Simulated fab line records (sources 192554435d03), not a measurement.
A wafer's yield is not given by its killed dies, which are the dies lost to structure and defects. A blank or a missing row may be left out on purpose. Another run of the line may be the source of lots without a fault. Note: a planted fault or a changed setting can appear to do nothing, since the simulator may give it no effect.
Which tool did it? | flow n5Finfet | Sampling: 12 lots, 36 wafers, 2 of 1938 route steps

## WHAT THE GAUGES READ, wafer by wafer
N5_BEOL_M5_CD_MEAS_18: pitch 56 nm, target cd 28 nm.
lot  | measured     | on       | cdNm (nm)
L075 | day 8 07:55  | cdSem-01 | 28.08 27.72 27.95
L076 | day 8 16:40  | cdSem-01 | 27.96 28.09 27.58
L080 | day 9 11:41  | cdSem-03 | 28.13 28.07 28.32
L081 | day 9 16:54  | cdSem-03 | 28.04 27.94 28.58
L083 | day 10 14:10 | cdSem-02 | 28.32 27.74 27.58
L085 | day 10 16:59 | cdSem-01 | 27.94 27.79 27.94
L087 | day 11 00:27 | cdSem-03 | 27.94 27.23 27.90
L089 | day 11 21:40 | cdSem-03 | 27.65 27.50 27.52
L091 | day 12 13:28 | cdSem-01 | 28.42 28.23 28.46
L095 | day 13 08:16 | cdSem-01 | 28.30 27.54 27.77
L097 | day 13 14:56 | cdSem-03 | 27.90 28.06 27.36
L096 | day 14 04:44 | cdSem-03 | 28.02 27.98 28.29

## WHAT TOOL EACH LOT RAN ON (gives the tool, then ch and the chambers of the sampled wafers, and finally the start)
lot  | N5_BEOL_M5_DESCUM_16
L075 | rieDiel-02 ch 1,2,3, day 8 07:25
L076 | rieDiel-06 ch 0,1,2, day 8 16:08
L080 | rieDiel-06 ch 1,3, day 9 11:14
L081 | rieDiel-06 ch 0,1,3, day 9 16:26
L083 | rieDiel-01 ch 0,3, day 10 13:38
L085 | rieDiel-02 ch 1,2, day 10 16:28
L087 | rieDiel-06 ch 1,2,3, day 11 00:01
L089 | rieDiel-01 ch 0,3, day 11 21:14
L091 | rieDiel-02 ch 0,2, day 12 12:52
L095 | rieDiel-01 ch 0,1, day 13 07:50
L097 | rieDiel-02 ch 2,3, day 13 14:23
L096 | rieDiel-01 ch 1,3, day 14 04:19
- N5_BEOL_M5_DESCUM_16: chemistry O2, time 7 s.

## THE ANSWER, worked out from the rows above alone
Rule: what is usual is taken from the lots themselves. Put in order of their means at a reading, lots are off if they are a third of the lots or fewer, leave a main group of 4 or more, and stand apart from it by a gap of 3 or more times the standard deviation of the main group's means; of several such gaps the widest counts. A main group whose means are all the same, to the digits that the tables above print for the reading, isn't used. Also off: a lot with no number at a reading for which 4 or more lots have one. The other lots that the step has rows for count as sound.
No lot is off on any of the readings shown, so nothing can be concluded from this.

## WHAT WAS PUT IN BY THE SIMULATOR
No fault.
